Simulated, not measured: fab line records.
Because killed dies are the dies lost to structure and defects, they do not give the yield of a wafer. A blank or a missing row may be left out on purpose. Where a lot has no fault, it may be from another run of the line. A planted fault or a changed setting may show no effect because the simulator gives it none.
fab line records	flow n5_finfet
record: lots: 4	wafers: 12	last_day: 19
route steps=1938 shown DUMMY_REMOVAL@378 HKMG_FIN@385 BEOL_M4@1111 PASSIVATION@1936
lots untouched by any fault: they come from a run of this same line in which no faults occurred
start_h: start of the lot's first displayed wafer, in hours after the record's first day	wait_h: hours elapsed since this lot's preceding step	" unchanged from the row above	L1.1+2: several wafers, shown together as one row	- value missing, or start not given	* or withheld: withheld	< > ~ a bound
route shown NAME@n: NAME is a module with steps in the file, n the number in the route of the first one	usual: average and standard deviation across the fault-free wafers	same: alike in all rows	chamber/n: place in a boat	sites: per-site readings	_std_site: the values' standard deviation	_edge_site: inner sites' mean taken away from outer sites' mean	radius_mm: for every site, how far away it sits from the centre of the wafer	mask NAME#n: copy n	behind: the tool/chamber that last shaped the wafer	hold: what put the lot on hold/how long, in hours/how the hold closed	device: whichever transistor did not switch (one of n, p or np)	end of line: the route-end tests of the same wafers	step lacking rows: just its recipe	killed: not the wafer's yield, but the dies lost to structure and defects at the first sort	map: a wafer's dies, marking killed ones x, the rest . and places with no die _
set.NAME: the setting that was run; set.NAME@STEP: the one run at that earlier step	model.NAME: the simulator's own value behind a step, which no gauge read
lots seen at some steps along the route; tables by step, rows by wafer
services: when a tool's chamber went out of use (start_h, in hours from the record's first day, below 0 if earlier), for how many hours, and the reason
== steps ==
step: N5_DUMMY_REMOVAL_STRIP_10
recipe: chemistry: N2/H2	time_s: 40	power_w: 100	temp_c: 40	pressure_mtorr: 100	rf_frequency_hz: 6e+07	bias_power_w: 3	n2_flow_sccm: 300	h2_flow_sccm: 300
step: N5_DUMMY_REMOVAL_PRECLEAN_07
recipe: chemistry: dHF	time_s: 30	temp_c: 25	dilution: withheld
step: N5_DUMMY_REMOVAL_DUMMY_REMOVE_02
recipe: chemistry: TMAH	temp_c: 70	target: poly-Si	stop_on: SiO2	target_depth_nm: 142	conc_wt_pct: 5	time_s: 57	dry: ipa_marangoni	rinse_time_s: 30	rinse_temp_c: 23
step: N5_DUMMY_REMOVAL_PRECLEAN_08
recipe: chemistry: NF3:NH3	afs_cycles: 2	temp_c: 30	time_s: 20	sublimation_temp_c: 180	sublimation_time_s: 60	pressure_torr: 3	rf_power_w: 30
step: N5_DUMMY_REMOVAL_PRECLEAN_04
recipe: chemistry: DHF	time_s: 37	temp_c: 25	dilution: 500:1
step: N5_DUMMY_REMOVAL_SRD_05
recipe: dry: ipa_marangoni	do_ppb: 5	time_s: 30	temp_c: 23	rinse_liquid: diw
step: N5_HKMG_FIN_IL_REGROW_00
recipe: material: SiO2	target_thk_a: 7.5	chemistry: O3	temp_c: withheld	time_s: 30
step: N5_HKMG_FIN_HK_ALD_01
recipe: material: HfO2	target_thk_a: 16	temp_c: withheld	ald_precursor_family: HfCl4	ald_co_reactant: H2O	pulse_time_s: 3	purge_time_s: 3	co_reactant_purge_time_s: 2.5	co_reactant_pulse_time_s: 0.3	ald_cycles: 30
step: N5_HKMG_FIN_HK_ANNEAL_02
recipe: temp_c: 700	time_s: 30	ambient: N2	idle_temp_c: 600	ramp_up_c_per_s: 150	ramp_down_c_per_s: 60	cool_to_c: 600
step: N5_HKMG_FIN_ALD_74
recipe: material: La2O3	target_thk_a: 5	temp_c: 250	ald_precursor_family: La-Cp	ald_co_reactant: O3	pulse_time_s: 6	co_reactant_pulse_time_s: 1	purge_time_s: 3	co_reactant_purge_time_s: 3
step: N5_HKMG_FIN_ALD_75
recipe: material: Al2O3	target_thk_a: 10	temp_c: 150	ald_precursor_family: TMA	ald_co_reactant: H2O	pulse_time_s: withheld	co_reactant_pulse_time_s: 1
step: N5_HKMG_FIN_COAT_41
recipe: resist: SOC	temp_c: 250	time_s: 60	spin_rpm: 1500	resist_thk_nm: 300
usual: spin_speed_rpm: 1500.0/1.2
lot.wafer	tool	chamber	start_h	wait_h	spin_speed_rpm	model.SOC_of_HKMG_FIN_COAT_41.thk_nm
L237.2	litho_track-04	0	111.15	-	1500.6	299.8
L237.3	"	0	"	"	1498.2	300.2
L237.5	"	0	"	"	1498.7	300.4
L250.2	litho_track-04	0	189.10	-	1812.9	273
L250.3	"	0	"	"	1812.2	273.4
L250.5	"	0	"	"	1814.1	273.2
L251.3	litho_track-04	0	195.48	-	1814.9	272
L251.4	"	0	"	"	1810.6	272.2
L251.6	"	0	"	"	1811.1	272.6
L252.1	litho_track-03	0	198.39	-	1499.7	300.8
L252.3	"	0	"	"	1499.2	300.2
L252.4	"	0	"	"	1497.6	300.4
step: N5_HKMG_FIN_COAT_42
recipe: resist: SiARC	temp_c: 220	time_s: 60	spin_rpm: 1500	resist_thk_nm: 35
step: N5_HKMG_FIN_COAT_43
recipe: resist: CAR-ArF	spin_rpm: 1500	resist_thk_nm: 90
step: N5_HKMG_FIN_EBR_45
recipe: solvent: PGMEA	ebr_width_mm: 1.5
step: N5_HKMG_FIN_SOFTBAKE_44
recipe: temp_c: 110	time_s: 60	resist: CAR-ArF
step: N5_HKMG_FIN_EXPOSE_46
recipe: mask_id: NDIPOLE	na: 1.35	source_shape: conventional	sigma_outer: 0.8	polarization: unpolarized	dose_mj: 40
step: N5_HKMG_FIN_PEB_47
recipe: peb_temp_c: withheld	peb_time_s: 60	resist: CAR-ArF
step: N5_HKMG_FIN_DEVELOP_48
recipe: develop_time_s: 30	developer: TMAH	resist: CAR-ArF	rinse_liquid: diw	dry: air_spin	dev_temp_c: 23
step: N5_HKMG_FIN_DESCUM_53
recipe: chemistry: O2	time_s: 7.9	source_power_w: 50	bias_power_w: 20	pressure_mtorr: 20	rf_frequency_hz: 2.712e+07	temp_c: 40	resist: CAR-ArF	o2_flow_sccm: 225
step: N5_HKMG_FIN_ETCH_54
recipe: chemistry: CF4	target: SiARC	target_depth_a: 455	mask_material: CAR-ArF	time_s: 75.8	ion_energy_ev: 80	pressure_mtorr: 40	source_w: 545	bias_w: 36	Ar_flow_sccm: 100	cf4_flow_sccm: 100	ends: cleared
step: N5_HKMG_FIN_ETCH_55
recipe: chemistry: N2/H2	target: SOC	target_depth_a: 2400	temp_c: 40	time_s: 300	ion_energy_ev: 200	mask_material: SiARC	pressure_mtorr: 30	source_w: 840	bias_w: 150	n2_flow_sccm: 200	h2_flow_sccm: 200
step: N5_HKMG_FIN_STRIP_56
recipe: chemistry: N2/H2	temp_c: 40	n2_flow_sccm: 200	h2_flow_sccm: 200	rf_frequency_hz: 6e+07
step: N5_HKMG_FIN_STRIP_57
recipe: chemistry: CF4	resist: SiARC	power_w: 300	bias_power_w: 75	pressure_mtorr: 50	cf4_flow_sccm: 150	rf_frequency_hz: 6e+07
step: N5_HKMG_FIN_ETCH_58
recipe: chemistry: N2/H2	target: SOC	target_depth_a: 2158	ion_energy_ev: 50	bias_w: 13	time_s: 741	pressure_mtorr: 30	source_w: 875	n2_flow_sccm: 200	h2_flow_sccm: 200
step: N5_HKMG_FIN_STRIP_93
recipe: chemistry: N2/H2	material: SOC	time_s: 20	power_w: 500	temp_c: 40	pressure_mtorr: 50	rf_frequency_hz: 6e+07	bias_power_w: 8	h2_frac: 0.5	n2_flow_sccm: 300	h2_flow_sccm: 300
usual: drypump_motor_current_A: 5.9/0.5	n2_flow_sccm: 300.1/0.89	oes_product_au: 0.76/0.087	rf_fwd_power_W: 495.8/1.9	rf_vpp_V: 54.2/0.92	showerhead_plenum_p_Torr: 3.33/0.11	throttle_valve_pct: 19.1/0.4
lot.wafer	tool	chamber	start_h	wait_h	drypump_motor_current_A	n2_flow_sccm	oes_product_au	rf_fwd_power_W	rf_hours_counter_h	rf_vpp_V	showerhead_plenum_p_Torr	throttle_valve_pct	model.SOC_of_HKMG_FIN_COAT_41.thk_nm
L237.2	rie_diel-03	1	112.20	0.2	5.2	301.6	0.69	498.0	230	54.2	3.46	19.1	77
L237.3	"	0	"	"	5.6	302.0	0.70	495.9	202	53.7	3.22	19.2	79.6
L237.5	"	0	"	"	5.7	301.2	0.70	496.5	-	53.7	3.22	19.2	80.4
L250.2	rie_diel-01	0	190.29	0.2	6.4	301.2	0.72	495.4	193	55.0	3.45	19.2	52.6
L250.3	"	3	"	"	6.0	300.4	0.93	495.8	35	53.6	3.26	18.2	41.2
L250.5	"	0	"	"	6.4	302.0	0.71	496.0	-	55.6	3.45	19.2	52.6
L251.3	rie_diel-01	3	196.66	0.2	6.0	300.8	0.92	496.4	37	55.2	3.26	18.2	40
L251.4	"	0	"	"	6.4	300.6	0.71	495.6	-	54.7	3.45	19.2	51.4
L251.6	"	3	"	"	6.0	300.3	0.92	495.1	-	56.3	3.26	18.2	39.2
L252.1	rie_diel-03	3	199.92	0.2	6.6	300.6	0.71	496.3	215	54.7	3.47	19.4	80.8
L252.3	"	2	"	"	5.3	299.2	0.76	496.6	130	55.4	3.23	18.8	74.4
L252.4	"	3	"	"	6.5	301.4	0.70	496.2	-	55.5	3.47	19.3	81.4
step: N5_HKMG_FIN_WET_ETCH_76
recipe: chemistry: dNH4OH	mix: 1:50	temp_c: 25	target: Al2O3	stop_on: La2O3	target_depth_nm: 2.25	dry: ipa_marangoni	rinse_time_s: 30	rinse_temp_c: 23
step: N5_BEOL_M4_RC_MEAS_101
usual: DIBL_N: 35.8/1.7	DIBL_P: 35.3/2	IOFF_N: 0.150/0.026	IOFF_P: 0.194/0.029	ION_N: 667/11	ION_P: 456/7.1	SS_N: 71.4/0.65	SS_P: 73.1/0.64	VT_N: 251/3	VT_P: -252/3.2
lot.wafer	tool	chamber	start_h	wait_h	DIBL_N[mV/V]	DIBL_P[mV/V]	IOFF_N[nA/um]	IOFF_P[nA/um]	ION_N[uA/um]	ION_P[uA/um]	SS_N[mV/dec]	SS_P[mV/dec]	VT_N[mV]	VT_P[mV]
L237.2	prober-02	0	260.58	0.2	37.2	38.2	0.161	0.218	662	455	71.8	73.8	250	-253
L237.3	"	0	"	"	37.9	36.9	0.166	0.202	673	454	72.3	73.5	251	-254
L237.5	"	0	"	"	36.1	36.6	0.150	0.195	670	454	71.4	73.7	251	-254
L250.2	prober-01	0	335.98	0.2	36.6	34.0	0.167	0.213	659	461	72.4	72.8	251	-246
L250.3	"	0	"	"	36.7	35.4	0.170	0.237	670	461	72.0	73.1	248	-247
L250.5	"	0	"	"	36.9	34.7	0.158	0.221	659	455	72.4	73.7	252	-248
L251.3	prober-01	0	339.03	0.3	36.4	35.4	0.173	0.183	660	446	72.2	73.2	248	-255
L251.4	"	0	"	"	35.1	34.1	0.147	0.167	669	450	71.7	72.8	251	-254
L251.6	"	0	"	"	33.0	31.0	0.116	0.135	646	443	71.0	71.7	253	-257
L252.1	prober-01	0	344.16	0.0	36.8	37.6	0.154	0.215	668	459	71.5	73.2	251	-251
L252.3	"	0	"	"	36.1	36.8	0.144	0.207	670	464	71.6	73.1	250	-251
L252.4	"	0	"	"	37.6	37.2	0.186	0.212	668	453	72.7	73.5	248	-252
step: N5_PASSIVATION_PROBE_49
usual: defect_limited_yield: 91.5/1.4	killed_at_M0_to_M3: 34/11	killed_at_M4_up: 15/6	killed_at_contacts: 11/5.9	killed_at_front_end: 37/11	killed_at_other: 3.6/2.9	killed_dies: 101/17	killed_open: 66/12	killed_short: 33/7.8	sort_bin_5_function: 5.0/0.97	sort_bin_6_memory: 3.2/0.65	sort_bin_8_speed: 0.02/0.2	sort_n_pass: 1079/17	sort_yield_pct: 91.4/1.4
same: gross_dies: 1180	killed_at_back_side: 0	sort_bin_4_leakage[%]: 0
lot.wafer	tool	chamber	start_h	wait_h	defect_limited_yield[%]	killed_at_M0_to_M3	killed_at_M4_up	killed_at_contacts	killed_at_front_end	killed_at_other	killed_dies	killed_open	killed_short	sort_bin_5_function[%]	sort_bin_6_memory[%]	sort_bin_8_speed[%]	sort_n_pass	sort_yield_pct[%]
L237.2	prober-01	-	363.71	0.5	91.9	33	23	9	29	1	95	62	33	4.7	3.1	0	1085	91.9
L237.3	prober-01	-	363.76	0.6	91.2	33	19	12	40	0	104	71	33	5.5	3.1	0	1076	91.2
L237.5	prober-01	-	363.86	0.7	91.1	34	11	19	41	0	105	66	36	5.3	3.4	0	1075	91.1
L250.2	prober-01	-	445.36	0.1	90.5	40	15	6	45	6	112	59	51	5.3	4.0	0	1068	90.5
L250.3	prober-01	-	445.41	0.1	91.6	32	14	11	34	8	99	58	37	5.4	2.7	0	1081	91.6
L250.5	prober-01	-	445.51	0.2	91.9	42	15	1	31	7	96	64	32	4.9	2.9	0	1084	91.9
L252.1	prober-01	-	451.48	0.0	93.6	21	14	3	35	2	75	59	16	3.5	2.8	0	1105	93.6
L252.3	prober-01	-	451.58	0.1	91.9	35	13	9	33	5	95	59	32	4.4	3.4	0	1085	91.9
L252.4	prober-01	-	451.63	0.2	93.2	18	13	10	36	3	80	48	32	4.4	2.2	0	1100	93.2
L251.3	prober-01	-	454.98	0.1	92.0	40	15	8	29	2	94	59	32	4.7	3.0	0.08	1085	91.9
L251.4	prober-01	-	455.03	0.2	91.0	45	20	9	32	0	106	71	29	5.1	3.5	0	1074	91.0
L251.6	prober-01	-	455.13	0.3	93.6	30	12	7	26	1	76	55	20	4.1	2.4	0.17	1102	93.4
killed by level:class
L237.2 BEOL_M4:geometric_particle:open=11 BEOL_M0_SAQP:geometric_particle:short=10 BEOL_M0_SAQP:geometric_particle:open=10 MOL_CONTACT_COAG:geometric_particle:open=7 BEOL_M0:geometric_particle:open=6 FIN_SAQP:geometric_particle:open=5 BEOL_M5:geometric_particle:open=5 FIN_SAQP:geometric_particle:short=4
L237.3 FIN_SAQP:geometric_particle:open=15 BEOL_M0_SAQP:geometric_particle:open=14 MOL_CONTACT_COAG:geometric_particle:open=10 BEOL_M4:geometric_particle:open=9 FIN_SAQP:geometric_particle:short=8 BEOL_M0_SAQP:geometric_particle:short=8 GATE_CUT:geometric_particle:short=5 BEOL_M3:geometric_particle:open=4
L237.5 MOL_CONTACT_COAG:geometric_particle:open=13 BEOL_M0_SAQP:geometric_particle:short=10 STI_FIN_REVEAL:geometric_particle:open=9 BEOL_M0_SAQP:geometric_particle:open=8 FIN_SAQP:geometric_particle:open=6 BEOL_M3:geometric_particle:open=6 MOL_CONTACT_COAG:geometric_particle:short=5 STI_FIN_REVEAL:geometric_particle:short=4
L250.2 BEOL_M0_SAQP:geometric_particle:short=15 FIN_SAQP:geometric_particle:short=9 BEOL_M3:geometric_particle:open=7 BEOL_M0_SAQP:geometric_particle:open=6 STI_FIN_REVEAL:geometric_particle:open=5 STARTING-WAFER:geometric_particle:open=5 FIN_SAQP:geometric_particle:open=4 GATE_CUT:geometric_particle:open=4
L250.3 BEOL_M0_SAQP:geometric_particle:short=10 MOL_CONTACT_COAG:geometric_particle:open=8 BEOL_M0_SAQP:geometric_particle:open=8 STI_FIN_REVEAL:geometric_particle:open=6 FIN_SAQP:geometric_particle:open=5 FIN_SAQP:geometric_particle:short=4 BEOL_M1:geometric_particle:open=4 BEOL_M2:geometric_particle:open=4
L250.5 BEOL_M2:geometric_particle:open=10 STI_FIN_REVEAL:geometric_particle:open=8 FIN_SAQP:geometric_particle:short=7 BEOL_M3:geometric_particle:short=6 FIN_SAQP:geometric_particle:open=5 BEOL_M0_SAQP:geometric_particle:short=5 BEOL_M0:geometric_particle:open=5 BEOL_M4:geometric_particle:open=5
L252.1 STI_FIN_REVEAL:geometric_particle:open=14 BEOL_M2:geometric_particle:open=6 BEOL_M1:geometric_particle:open=5 BEOL_M4:geometric_particle:open=5 DUMMY_GATE:geometric_particle:open=4 BEOL_M0_SAQP:geometric_particle:short=4 STARTING-WAFER:geometric_particle:open=4 STI_FIN_REVEAL:geometric_particle:short=3
L252.3 BEOL_M3:geometric_particle:open=8 BEOL_M4:geometric_particle:open=8 STI_FIN_REVEAL:geometric_particle:open=7 BEOL_M0_SAQP:geometric_particle:open=7 STARTING-WAFER:geometric_particle:short=6 BEOL_M0_SAQP:geometric_particle:short=6 BEOL_M2:geometric_particle:open=6 MOL_CONTACT_COAG:geometric_particle:open=5
L252.4 FIN_SAQP:geometric_particle:short=9 DUMMY_GATE:geometric_particle:open=7 MOL_CONTACT_COAG:geometric_particle:open=7 BEOL_M0_SAQP:geometric_particle:short=6 FIN_SAQP:geometric_particle:open=5 STI_FIN_REVEAL:geometric_particle:open=5 BEOL_M0_SAQP:geometric_particle:open=5 BEOL_M4:geometric_particle:open=5
L251.3 BEOL_M0_SAQP:geometric_particle:short=12 BEOL_M0_SAQP:geometric_particle:open=10 BEOL_M4:geometric_particle:open=10 BEOL_M3:geometric_particle:open=9 STI_FIN_REVEAL:geometric_particle:open=6 MOL_CONTACT_COAG:geometric_particle:open=6 GATE_CUT:geometric_particle:short=5 STI_FIN_REVEAL:geometric_particle:short=3
L251.4 BEOL_M3:geometric_particle:open=16 STI_FIN_REVEAL:geometric_particle:open=11 BEOL_M0_SAQP:geometric_particle:short=11 BEOL_M0_SAQP:geometric_particle:open=10 MOL_CONTACT_COAG:geometric_particle:open=8 BEOL_M4:geometric_particle:open=7 STI_FIN_REVEAL:geometric_particle:short=4 GATE_CUT:geometric_particle:open=4
L251.6 STI_FIN_REVEAL:geometric_particle:open=11 MOL_CONTACT_COAG:geometric_particle:open=7 BEOL_M3:geometric_particle:open=6 BEOL_M0_SAQP:geometric_particle:short=5 BEOL_M2:geometric_particle:open=5 BEOL_M0_SAQP:geometric_particle:open=4 BEOL_M1:geometric_particle:open=4 STARTING-WAFER:geometric_particle:short=4
== services ==
tool	chamber	start_h	hours	kind
rie_diel-01	1	89.16	-	clean
rie_diel-01	1	89.16	-	consumable_replace:focus_ring
rie_diel-01	1	89.16	14.5	scheduled_down
rie_diel-01	1	89.16	14.5	vent_cycle
rie_diel-01	0	100.51	13.7	repair
rie_diel-03	1	182.04	-	clean
rie_diel-03	1	182.04	-	consumable_replace:focus_ring
rie_diel-03	1	182.04	21.0	scheduled_down
rie_diel-03	1	182.04	21.0	vent_cycle
rie_diel-01	2	196.01	16.2	repair
== key ==
first_sign: step: N5_HKMG_FIN_COAT_41	reading: spin_speed_rpm	direction: up	sigmas: 99+	usual: *	struck: *
effect none on later readings
model_effect: step: N5_HKMG_FIN_COAT_41	value: SOC_of_HKMG_FIN_COAT_41.thk_nm	without: 299.8	struck: 272.7
model_effect: step: N5_HKMG_FIN_STRIP_93	value: SOC_of_HKMG_FIN_COAT_41.thk_nm	without: 73.27	struck: 46.17
met_at N5_HKMG_FIN_COAT_41
struck_wafers L250.2,L250.3,L250.5,L251.3,L251.4,L251.6
onset_between 111.15 189.10
fault: kind: process_parameter_drift	tool: litho_track-04	chamber: -	onset_h: 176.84	steps: N5_HKMG_FIN_COAT_41	channel: spin_rpm	offset: *	shape: step	end_h: 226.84	acts_in: *	stated: *
